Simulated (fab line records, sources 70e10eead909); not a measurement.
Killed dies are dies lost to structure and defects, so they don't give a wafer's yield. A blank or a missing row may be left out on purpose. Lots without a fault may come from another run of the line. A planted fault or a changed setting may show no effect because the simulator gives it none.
Which tool did it? | flow nand_harc | 12 lots, 36 wafers sampled, at 6 steps of a route of 1159

WHAT THE GAUGES READ, wafer by wafer
NHARC_P_ZERO_WELL_CD_MEAS_11: target cd 500 nm. Usual: cd_nm 500.0 nm, standard deviation 1.3.
lot  | measured    | on        | cd_nm (nm)        | flag
L952 | day 1 13:14 | cd_sem-02 | 502.1 499.5 500.2 |
L953 | day 1 19:16 | cd_sem-01 | 498.9 500.2 501.0 |
L955 | day 2 07:14 | cd_sem-03 | 501.1 500.5 500.4 |
L957 | day 2 19:14 | cd_sem-01 | 417.0 418.9 418.1 | OFF
L960 | day 3 13:14 | cd_sem-03 | 419.2 417.4 418.1 | OFF
L964 | day 4 13:09 | cd_sem-01 | 499.8 501.7 501.5 |
L968 | day 5 13:14 | cd_sem-01 | 499.5 498.7 499.7 |
L969 | day 5 19:15 | cd_sem-03 | 498.9 496.9 497.6 |
L972 | day 6 13:14 | cd_sem-03 | 501.5 500.4 500.1 |
L973 | day 6 19:07 | cd_sem-02 | 503.1 500.7 499.6 |
L974 | day 7 01:08 | cd_sem-02 | 499.7 500.2 500.7 |
L975 | day 7 07:19 | cd_sem-03 | 498.5 499.0 499.8 |

NHARC_P_GATE_INSPECT_28. Usual: raw_defect_count 6, standard deviation 3.2.
lot  | measured     | on                | raw_defect_count | flag
L952 | day 4 16:43  | defect_inspect-01 | 8 8 3            |
L953 | day 4 16:52  | defect_inspect-01 | 5 2 5            |
L955 | day 5 06:40  | defect_inspect-01 | 2 2 8            |
L957 | day 5 18:04  | defect_inspect-01 | 16 12 8          |
L960 | day 6 18:58  | defect_inspect-01 | 9 7 3            |
L964 | day 7 21:44  | defect_inspect-02 | 6 9 5            |
L968 | day 8 11:56  | defect_inspect-02 | 4 10 0           |
L969 | day 9 01:21  | defect_inspect-02 | 8 4 4            |
L972 | day 9 14:32  | defect_inspect-01 | 2 2 8            |
L973 | day 9 21:34  | defect_inspect-02 | 8 9 6            |
L974 | day 10 06:04 | defect_inspect-01 | 4 8 7            |
L975 | day 10 05:55 | defect_inspect-01 | 7 5 4            |

NHARC_END_SORT_01. Usual: killed_at_array 27, standard deviation 10; killed_at_other 0.6, standard deviation 1; killed_at_periphery 3.4, standard deviation 2.7; killed_dies 31, standard deviation 9.7; killed_open 3.4, standard deviation 1.7; killed_short 2.2, standard deviation 1.5.
lot  | measured     | on        | killed_at_array | killed_at_other | killed_at_periphery | killed_dies | killed_open | killed_short | flag
L957 | day 20 10:55 | prober-02 | 22 27 31        | 0 0 0           | 247 239 244         | 269 266 275 | 4 4 3       | 3 0 2        | OFF
L960 | day 21 14:51 | prober-01 | 19 12 13        | 3 0 1           | 237 246 247         | 259 258 261 | 6 5 2       | 4 2 1        | OFF

WHICH TOOL RAN EACH LOT (tool, then ch and the chambers of the sampled wafers, then the start)
lot  | NHARC_P_ZERO_WELL_PEB_09         | NHARC_P_ZERO_WELL_ETCH_62                    | NHARC_P_ZERO_WELL_DESCUM_54
L952 | litho_track-07 ch 0, day 1 13:09 | rie_diel-02 ch 0,2,3, day 1 17:58 or earlier | rie_diel-02 ch 0,2,3, day 1 17:58
L953 | litho_track-03 ch 0, day 1 19:11 | rie_diel-12 ch 0,1,3, day 2 00:05 or earlier | rie_diel-02 ch 0,2,3, day 2 00:05
L955 | litho_track-02 ch 0, day 2 07:09 | rie_diel-03 ch 0,1,2, day 2 12:04 or earlier | rie_diel-12 ch 1,2,3, day 2 12:04
L957 | litho_track-07 ch 0, day 2 19:10 | rie_diel-12 ch 0,1,3, day 3 00:01 or earlier | rie_diel-03 ch 0,2,3, day 3 00:01
L960 | litho_track-07 ch 0, day 3 13:09 | rie_diel-12 ch 1,2,3, day 3 17:53 or earlier | rie_diel-03 ch 0,1,2, day 3 17:53
L964 | litho_track-02 ch 0, day 4 13:04 | rie_diel-12 ch 0,1,3, day 4 17:43 or earlier | rie_diel-03 ch 0,3, day 4 17:43
L968 | litho_track-03 ch 0, day 5 13:10 | rie_diel-03 ch 0,1, day 5 17:56 or earlier   | rie_diel-03 ch 2,3, day 5 17:56
L969 | litho_track-03 ch 0, day 5 19:10 | rie_diel-12 ch 1,3, day 5 23:53 or earlier   | rie_diel-12 ch 1,3, day 5 23:53
L972 | litho_track-07 ch 0, day 6 13:09 | rie_diel-03 ch 1,3, day 6 17:55 or earlier   | rie_diel-12 ch 1,3, day 6 17:55
L973 | litho_track-03 ch 0, day 6 19:02 | rie_diel-12 ch 0,1,2, day 6 23:57 or earlier | rie_diel-03 ch 0,2,3, day 6 23:57
L974 | litho_track-02 ch 0, day 7 01:03 | rie_diel-02 ch 1,2,3, day 7 05:58 or earlier | rie_diel-03 ch 0,1,2, day 7 05:58
L975 | litho_track-07 ch 0, day 7 07:13 | rie_diel-12 ch 0,1,2, day 7 11:59 or earlier | rie_diel-12 ch 0,2,3, day 7 11:59
- NHARC_P_ZERO_WELL_PEB_09: peb time 80 s.
- NHARC_P_ZERO_WELL_ETCH_62: etches the open film in CHF3/Ar, target depth 13 nm, time 6.5 s.
- NHARC_P_ZERO_WELL_DESCUM_54: chemistry O2, time 3 s.

WHAT THE TOOLS THEMSELVES READ (means of the sampled wafers that have a number; where no wafer has one, the mark that the record gives instead)
NHARC_P_ZERO_WELL_PEB_09. Usual: heater_power_total_W 189.7 W, standard deviation 0.76; plate_temp_C 127.98 C, standard deviation 0.14.
lot  | tool           | heater_power_total_W (W) | plate_temp_C (C) | flag
L952 | litho_track-07 | 189.9                    | 127.76           |
L953 | litho_track-03 | 189.3                    | 128.14           |
L955 | litho_track-02 | 189.6                    | 128.00           |
L957 | litho_track-07 | 173.5                    | 119.43           | OFF
L960 | litho_track-07 | 173.0                    | 119.46           | OFF
L964 | litho_track-02 | 189.4                    | 127.97           |
L968 | litho_track-03 | 189.9                    | 128.10           |
L969 | litho_track-03 | 190.0                    | 128.09           |
L972 | litho_track-07 | 189.5                    | 128.11           |
L973 | litho_track-03 | 189.8                    | 127.59           |
L974 | litho_track-02 | 190.0                    | 128.10           |
L975 | litho_track-07 | 190.1                    | 127.89           |

NHARC_P_ZERO_WELL_ETCH_62. Usual: drypump_motor_current_A 5.8 A, standard deviation 0.47; oes_product_au 0.963 a.u., standard deviation 0.016; rf_fwd_power_W 488.4 W, standard deviation 2; rf_vpp_V 370.4 V, standard deviation 2; showerhead_plenum_p_Torr 2.34 Torr, standard deviation 0.081; throttle_valve_pct 20.218 %, standard deviation 0.0086.
lot  | tool        | drypump_motor_current_A (A) | oes_product_au (a.u.) | rf_fwd_power_W (W) | rf_vpp_V (V) | showerhead_plenum_p_Torr (Torr) | throttle_valve_pct (%) | flag
L952 | rie_diel-02 | 5.7                         | 0.976                 | 489.9              | 371.4        | 2.38                            | 20.214                 |
L953 | rie_diel-12 | 5.9                         | 0.973                 | 488.3              | 370.7        | 2.34                            | 20.223                 |
L955 | rie_diel-03 | 5.7                         | 0.985                 | 488.6              | 370.3        | 2.36                            | 20.219                 |
L957 | rie_diel-12 | 5.9                         | 0.972                 | 488.2              | 371.6        | 2.34                            | 20.216                 |
L960 | rie_diel-12 | 5.5                         | 0.946                 | 489.2              | 368.8        | 2.31                            | 20.210                 |
L964 | rie_diel-12 | 5.9                         | 0.942                 | 488.8              | 370.8        | 2.34                            | 20.226                 |
L968 | rie_diel-03 | 5.4                         | 0.956                 | 485.8              | 371.9        | 2.39                            | 20.222                 |
L969 | rie_diel-12 | 5.7                         | 0.955                 | 487.9              | 371.4        | 2.37                            | 20.212                 |
L972 | rie_diel-03 | 5.7                         | 0.964                 | 487.5              | 370.1        | 2.41                            | 20.219                 |
L973 | rie_diel-12 | 5.7                         | 0.951                 | 488.7              | 369.3        | 2.28                            | 20.223                 |
L974 | rie_diel-02 | 6.0                         | 0.968                 | 489.1              | 371.6        | 2.41                            | 20.217                 |
L975 | rie_diel-12 | 5.7                         | 0.971                 | 488.9              | 369.5        | 2.28                            | 20.218                 |

NHARC_P_ZERO_WELL_DESCUM_54. Usual: drypump_motor_current_A 5.8 A, standard deviation 0.44; oes_product_au 0.999 a.u., standard deviation 0.0077; rf_vpp_V 57.8 V, standard deviation 0.76; showerhead_plenum_p_Torr 1.92 Torr, standard deviation 0.064; throttle_valve_pct 11.311 %, standard deviation 0.0091.
lot  | tool        | drypump_motor_current_A (A) | oes_product_au (a.u.) | rf_vpp_V (V) | showerhead_plenum_p_Torr (Torr) | throttle_valve_pct (%) | flag
L952 | rie_diel-02 | 5.7                         | 1.002                 | 57.4         | 1.95                            | 11.301                 |
L953 | rie_diel-02 | 5.7                         | 1.008                 | 57.5         | 1.95                            | 11.307                 |
L955 | rie_diel-12 | 5.5                         | 1.011                 | 57.1         | 1.89                            | 11.314                 |
L957 | rie_diel-03 | 6.0                         | 1.002                 | 58.0         | 1.91                            | 11.317                 |
L960 | rie_diel-03 | 5.7                         | 1.000                 | 58.4         | 1.93                            | 11.305                 |
L964 | rie_diel-03 | 6.1                         | 0.996                 | 58.0         | 1.92                            | 11.304                 |
L968 | rie_diel-03 | 5.9                         | 0.995                 | 57.6         | 1.92                            | 11.309                 |
L969 | rie_diel-12 | 5.7                         | 1.006                 | 58.4         | 1.94                            | 11.310                 |
L972 | rie_diel-12 | 5.7                         | 1.007                 | 58.3         | 1.94                            | 11.308                 |
L973 | rie_diel-03 | 6.0                         | 1.008                 | 57.6         | 1.91                            | 11.312                 |
L974 | rie_diel-03 | 5.7                         | 0.999                 | 57.8         | 1.93                            | 11.313                 |
L975 | rie_diel-12 | 5.9                         | 0.997                 | 57.0         | 1.85                            | 11.317                 |

THE ANSWER, worked out from the rows above alone
Rule: a lot is off if the mean of its wafers that have a number lies more than 3 standard deviations from the usual mean. A lot without any number at a reading at which 4 lots or more have one is off too. The other lots that the step has rows for count as sound. The gauges are gone through in route order, then the tools' own readings, and for those a lot's mean is taken as printed above. The first step at which some lot is off is used, and at that step the reading that is off furthest; a lot without a number counts as furthest.
Off: L957, L960, at NHARC_P_ZERO_WELL_CD_MEAS_11 (cd_nm).
A tool fits if, at a process step before that reading, it ran every lot that is off, and no sound lot after the first of them. The gauges at NHARC_P_ZERO_WELL_CD_MEAS_11 aren't tried: what is off there is off at NHARC_END_SORT_01 too, on other tools, and a gauge's error can't cause that. None of those tried fits.

WHAT THE SIMULATOR HAD PUT IN
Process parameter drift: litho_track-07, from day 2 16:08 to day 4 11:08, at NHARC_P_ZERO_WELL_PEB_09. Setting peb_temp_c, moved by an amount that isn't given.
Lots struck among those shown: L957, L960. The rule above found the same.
